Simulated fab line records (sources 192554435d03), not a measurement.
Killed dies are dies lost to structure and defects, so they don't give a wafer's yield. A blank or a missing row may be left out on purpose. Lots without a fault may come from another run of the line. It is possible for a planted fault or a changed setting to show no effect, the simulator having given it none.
Which tool is to blame? || flow n5_finfet || 12 lots, 36 wafers sampled, at 1 step of a route of 1938

WHAT THE GAUGES READ, wafer by wafer
N5_BEOL_M2_CD_MEAS_18: pitch 36 nm, target cd 18 nm.
{"lot": "L075", "measured": "day 7 00:43", "on": "cd_sem-02", "cd_nm (nm)": "17.2 17.9 18.0"}
{"lot": "L077", "measured": "day 7 01:21", "on": "cd_sem-02", "cd_nm (nm)": "17.8 18.2 17.7"}
{"lot": "L079", "measured": "day 7 13:53", "on": "cd_sem-02", "cd_nm (nm)": "17.8 17.9 18.3"}
{"lot": "L080", "measured": "day 8 13:48", "on": "cd_sem-03", "cd_nm (nm)": "18.4 18.1 18.4"}
{"lot": "L083", "measured": "day 9 00:55", "on": "cd_sem-03", "cd_nm (nm)": "18.8 17.8 18.0"}
{"lot": "L085", "measured": "day 9 09:57", "on": "cd_sem-02", "cd_nm (nm)": "17.7 18.0 18.1"}
{"lot": "L087", "measured": "day 10 08:07", "on": "cd_sem-02", "cd_nm (nm)": "18.1 17.9 18.2"}
{"lot": "L088", "measured": "day 10 09:31", "on": "cd_sem-03", "cd_nm (nm)": "18.3 18.0 18.0"}
{"lot": "L091", "measured": "day 11 05:04", "on": "cd_sem-02", "cd_nm (nm)": "18.0 17.3 17.5"}
{"lot": "L095", "measured": "day 11 18:15", "on": "cd_sem-02", "cd_nm (nm)": "17.2 17.7 17.7"}
{"lot": "L093", "measured": "day 12 05:55", "on": "cd_sem-02", "cd_nm (nm)": "17.6 17.3 17.3"}
{"lot": "L097", "measured": "day 12 14:58", "on": "cd_sem-02", "cd_nm (nm)": "18.2 18.1 18.2"}

WHAT TOOL EACH LOT RAN ON (gives the tool, then ch and the chambers of the sampled wafers, and finally the start)
The record shows no process step preceding these readings.

THE ANSWER, worked out from the rows above alone
Rule: the usual values come from the lots themselves. The widest of any qualifying gaps counts: lots, ordered by their means at a reading, are off when they make up no more than a third of the lots, leave a main group of 4 or more, and stand apart from it by 3 or more times the standard deviation of that group's means. If all means in a main group match to the digits the tables above print for the reading, that group is not used. A lot without any number at a reading at which 4 lots or more have one is off too. All remaining lots with rows at the step are treated as sound.
Across all readings shown, no lot is off: no conclusion can be drawn from this.

WHAT THE SIMULATOR HAD PUT IN
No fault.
